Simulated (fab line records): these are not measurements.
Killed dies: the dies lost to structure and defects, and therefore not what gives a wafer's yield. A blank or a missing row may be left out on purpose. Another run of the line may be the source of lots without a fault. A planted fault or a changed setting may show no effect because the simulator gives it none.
Chamber matching :: flow n5-finfet :: N5_MOL_CONTACT_COAG_ALD_20 on ald-metal-02: 4 sister chambers
The step deposits TiN, target thk 1.5 nm, pulse time 1 s, purge time 3 s. 24 wafers are shown with their chamber, then 12 later ones without.

== EACH WAFER AND ITS CHAMBER ==
wafer: L074.2
chamber: 1
heater-power-w (W): 954
heater-power-outer-w (W): 597
precursor-pulse-height-rel: 0.999

wafer: L074.4
chamber: 3
heater-power-w (W): 1035
heater-power-outer-w (W): 654
precursor-pulse-height-rel: 0.988

wafer: L074.5
chamber: 1
heater-power-w (W): 978
heater-power-outer-w (W): 594
precursor-pulse-height-rel: 0.996

wafer: L077.2
chamber: 0
heater-power-w (W): 1022
heater-power-outer-w (W): 631
precursor-pulse-height-rel: 0.995

wafer: L077.3
chamber: 2
heater-power-w (W): 795
heater-power-outer-w (W): 481
precursor-pulse-height-rel: 1.001

wafer: L077.4
chamber: 1
heater-power-w (W): 951
heater-power-outer-w (W): 608
precursor-pulse-height-rel: 0.986

wafer: L078.2
chamber: 3
heater-power-w (W): 1044
heater-power-outer-w (W): 655
precursor-pulse-height-rel: 0.999

wafer: L078.3
chamber: 2
heater-power-w (W): 785
heater-power-outer-w (W): 502
precursor-pulse-height-rel: 0.997

wafer: L078.4
chamber: 0
heater-power-w (W): 986
heater-power-outer-w (W): 606
precursor-pulse-height-rel: 1.008

wafer: L079.2
chamber: 2
heater-power-w (W): 787
heater-power-outer-w (W): 494
precursor-pulse-height-rel: 1.001

wafer: L079.3
chamber: 1
heater-power-w (W): 962
heater-power-outer-w (W): 603
precursor-pulse-height-rel: 0.986

wafer: L079.6
chamber: 1
heater-power-w (W): 965
heater-power-outer-w (W): 596
precursor-pulse-height-rel: 0.990

wafer: L080.3
chamber: 1
heater-power-w (W): 949
heater-power-outer-w (W): 594
precursor-pulse-height-rel: 0.975

wafer: L080.4
chamber: 3
heater-power-w (W): 1036
heater-power-outer-w (W): 650
precursor-pulse-height-rel: 0.984

wafer: L080.6
chamber: 1
heater-power-w (W): 953
heater-power-outer-w (W): 603
precursor-pulse-height-rel: 1.010

wafer: L083.2
chamber: 2
heater-power-w (W): 799
heater-power-outer-w (W): 496
precursor-pulse-height-rel: 1.047

wafer: L083.5
chamber: 0
heater-power-w (W): 1035
heater-power-outer-w (W): 622
precursor-pulse-height-rel: 1.019

wafer: L083.6
chamber: 3
heater-power-w (W): 1044
heater-power-outer-w (W): 645
precursor-pulse-height-rel: 0.992

wafer: L089.1
chamber: 3
heater-power-w (W): 1016
heater-power-outer-w (W): 655
precursor-pulse-height-rel: 1.004

wafer: L089.4
chamber: 2
heater-power-w (W): 785
heater-power-outer-w (W): 494
precursor-pulse-height-rel: 1.016

wafer: L089.6
chamber: 0
heater-power-w (W): 1001
heater-power-outer-w (W): 589
precursor-pulse-height-rel: 0.964

wafer: L090.1
chamber: 3
heater-power-w (W): 1026
heater-power-outer-w (W): 654
precursor-pulse-height-rel: 0.997

wafer: L090.3
chamber: 2
heater-power-w (W): 797
heater-power-outer-w (W): 502
precursor-pulse-height-rel: 1.021

wafer: L090.5
chamber: 0
heater-power-w (W): 979
heater-power-outer-w (W): 608
precursor-pulse-height-rel: 1.059

SIGNATURES, as means of the wafers listed above
reading: heater-power-w
chamber 0: 1004.60
chamber 1: 958.86
chamber 2: 791.33
chamber 3: 1033.50
scatter within a chamber: 13.5

reading: heater-power-outer-w
chamber 0: 611.20
chamber 1: 599.29
chamber 2: 494.83
chamber 3: 652.17
scatter within a chamber: 8.92

reading: precursor-pulse-height-rel
chamber 0: 1.00900
chamber 1: 0.99171
chamber 2: 1.01383
chamber 3: 0.99400
scatter within a chamber: 0.0195
Rule: for each reading, subtract the chamber's mean from the wafer's reading, divide by that reading's scatter and square the result; add these up over the readings and take the root, which gives the wafer's distance from the chamber. If the next closest chamber is less than 2 further off than the closest, the wafer can't be placed; otherwise it belongs to the closest. The scatter is the square root of a quotient: the sum, over the shown wafers, of each reading's squared deviation from its chamber's mean, divided by wafers minus chambers.

== WAFERS WHOSE CHAMBER IS MISSING ==
wafer: L092.2
heater-power-w (W): 804
heater-power-outer-w (W): 476
precursor-pulse-height-rel: 1.006

wafer: L092.4
heater-power-w (W): 1057
heater-power-outer-w (W): 642
precursor-pulse-height-rel: 0.988

wafer: L092.6
heater-power-w (W): 1014
heater-power-outer-w (W): 617
precursor-pulse-height-rel: 0.972

wafer: L093.2
heater-power-w (W): 1020
heater-power-outer-w (W): 618
precursor-pulse-height-rel: 1.022

wafer: L093.3
heater-power-w (W): 1032
heater-power-outer-w (W): 650
precursor-pulse-height-rel: 0.998

wafer: L093.5
heater-power-w (W): 943
heater-power-outer-w (W): 620
precursor-pulse-height-rel: 1.025

wafer: L095.1
heater-power-w (W): 944
heater-power-outer-w (W): 597
precursor-pulse-height-rel: 1.021

wafer: L095.2
heater-power-w (W): 1015
heater-power-outer-w (W): 651
precursor-pulse-height-rel: 1.002

wafer: L095.5
heater-power-w (W): 1047
heater-power-outer-w (W): 648
precursor-pulse-height-rel: 0.985

wafer: L097.3
heater-power-w (W): 793
heater-power-outer-w (W): 500
precursor-pulse-height-rel: 0.975

wafer: L097.5
heater-power-w (W): 1028
heater-power-outer-w (W): 650
precursor-pulse-height-rel: 0.971

wafer: L097.6
heater-power-w (W): 787
heater-power-outer-w (W): 478
precursor-pulse-height-rel: 1.010

== WHICH CHAMBER EACH ONE RAN IN ==
wafer: L092.2
from the rows above: 2
in truth: 2

wafer: L092.4
from the rows above: 3
in truth: 3

wafer: L092.6
from the rows above: 0
in truth: 0

wafer: L093.2
from the rows above: 0
in truth: 0

wafer: L093.3
from the rows above: 3
in truth: 3

wafer: L093.5
from the rows above: can't be placed: 1 or 0
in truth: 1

wafer: L095.1
from the rows above: 1
in truth: 1

wafer: L095.2
from the rows above: 3
in truth: 3

wafer: L095.5
from the rows above: 3
in truth: 3

wafer: L097.3
from the rows above: 2
in truth: 2

wafer: L097.5
from the rows above: 3
in truth: 3

wafer: L097.6
from the rows above: 2
in truth: 2
Placed correctly: 11 of 12. Not placeable from these rows: 1 (in 1, the candidates include the true chamber). 0 placed wrongly.
